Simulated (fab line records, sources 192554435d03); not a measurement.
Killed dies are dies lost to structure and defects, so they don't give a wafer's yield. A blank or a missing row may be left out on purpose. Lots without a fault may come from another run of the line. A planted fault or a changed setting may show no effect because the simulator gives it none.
A struck lot beside a sound one | flow n5_finfet | 23 steps out of a route of 1938
Sound: wafers L958.1, L958.3, L958.6. Struck: wafers L950.2, L950.3, L950.4. The cause comes at the end.
At each step with rows: each side's tool, then ch and its chambers, then its first start. Under that, the readings that differ: sound wafers | struck wafers | difference of the means | sigmas: that difference in standard deviations of wafers without a fault.
alike: readings whose means differ by less than 2 such deviations, and words and numbers that are the same on both sides. not compared: withheld readings, readings that some wafer has no value for, bounds like >300 that may hide the same value, and numbers for which the record gives no deviation and whose values overlap.
The two part at a step that has a row with sigmas, a row that says differs or no value, or rows on one side only. Numbers that don't overlap but have no deviation are shown without sigmas and don't part them. A reading that every wafer of one side lacks parts them only if that side has two wafers or more.

first, 9 steps without rows for these wafers: N5_BEOL_M0_SAQP_EXPOSE_37 (exposes mask M0 CUT1, target cd 30 nm); N5_BEOL_M0_SAQP_PEB_38 (peb time 60 s); N5_BEOL_M0_SAQP_DEVELOP_39 (develop time 30 s); N5_BEOL_M0_SAQP_DESCUM_45 (chemistry O2, time 7 s); N5_BEOL_M0_SAQP_ETCH_88 (etches underlayer in N2/H2, target depth 6.5 nm, time 5.2 s); N5_BEOL_M0_SAQP_ETCH_73 (etches SiARC in CF4, target depth 19.5 nm, time 32.5 s); N5_BEOL_M0_SAQP_CUT_ETCH_46 (etches SOC in N2/H2, target depth 135 nm, overetch 27 nm, time 202.5 s); N5_BEOL_M0_SAQP_STRIP_74 (strips in N2/H2); N5_BEOL_M0_SAQP_STRIP_89 (strips in N2/H2).
N5_BEOL_M0_SAQP_ALD_48: deposits SiO2, target thk 20 nm, pulse time 1 s, co reactant pulse time 1 s.
  sound on ald_sin-02 ch 0,2, day 11 03:37; struck on ald_sin-04 ch 1,2,3, day 9 04:59
  alike: heater_power_outer_w, heater_power_w, precursor_pulse_height_rel
then, 9 steps without rows for these wafers: N5_BEOL_M0_SAQP_ETCH_49 (etches SiO2 in CF4/O2, target depth 37 nm); N5_BEOL_M0_SAQP_STRIP_75 (strips in CF4); N5_BEOL_M0_CUTY_COAT_50 (time 60 s, resist thk 15 nm); N5_BEOL_M0_CUTY_COAT_51 (resist thk 150 nm); N5_BEOL_M0_CUTY_EBR_52; N5_BEOL_M0_CUTY_SOFTBAKE_53 (time 60 s); N5_BEOL_M0_CUTY_EXPOSE_54 (exposes mask M0 ABLK); N5_BEOL_M0_CUTY_PEB_55 (peb time 60 s); N5_BEOL_M0_CUTY_DEVELOP_56 (develop time 30 s).
N5_BEOL_M0_CUTY_INSPECT_59: inspects for defects (macro).
  sound on defect_inspect-01, day 11 04:41; struck on defect_inspect-02, day 9 06:04
  reading          | sound | struck         | difference | sigmas
  raw_defect_count | 1 4 1 | >300 >300 >300 | differs    |
then, 1 step without rows for these wafers: N5_BEOL_M0_CUTY_DESCUM_61 (chemistry O2, time 7.9 s).
-- the record jumps here: 2 days lie between the struck wafers' starts before and after (it left off in module BEOL_M0_CUTY and takes up again in module BEOL_M4, whose first step shown is number 1111 of the route) --
N5_BEOL_M4_RC_MEAS_101:
  sound on prober-01 ch 0, day 13 11:25; struck on prober-01 ch 0, day 11 11:01
  alike: DIBL_N, DIBL_P, IOFF_N, IOFF_P, ION_N, ION_P, SS_N, SS_P, VT_N, VT_P
-- the record jumps here: 4 days lie between the struck wafers' starts before and after (it left off in module BEOL_M4 and takes up again in module PASSIVATION, whose first step shown is number 1936 of the route) --
N5_PASSIVATION_PROBE_49:
  the record has rows for the struck wafers here (prober-01, day 15 19:34) and none for the sound ones

WHERE THEY PART
First at N5_BEOL_M0_CUTY_INSPECT_59; last, within this record, at N5_PASSIVATION_PROBE_49.

WHY: what the simulator had put in
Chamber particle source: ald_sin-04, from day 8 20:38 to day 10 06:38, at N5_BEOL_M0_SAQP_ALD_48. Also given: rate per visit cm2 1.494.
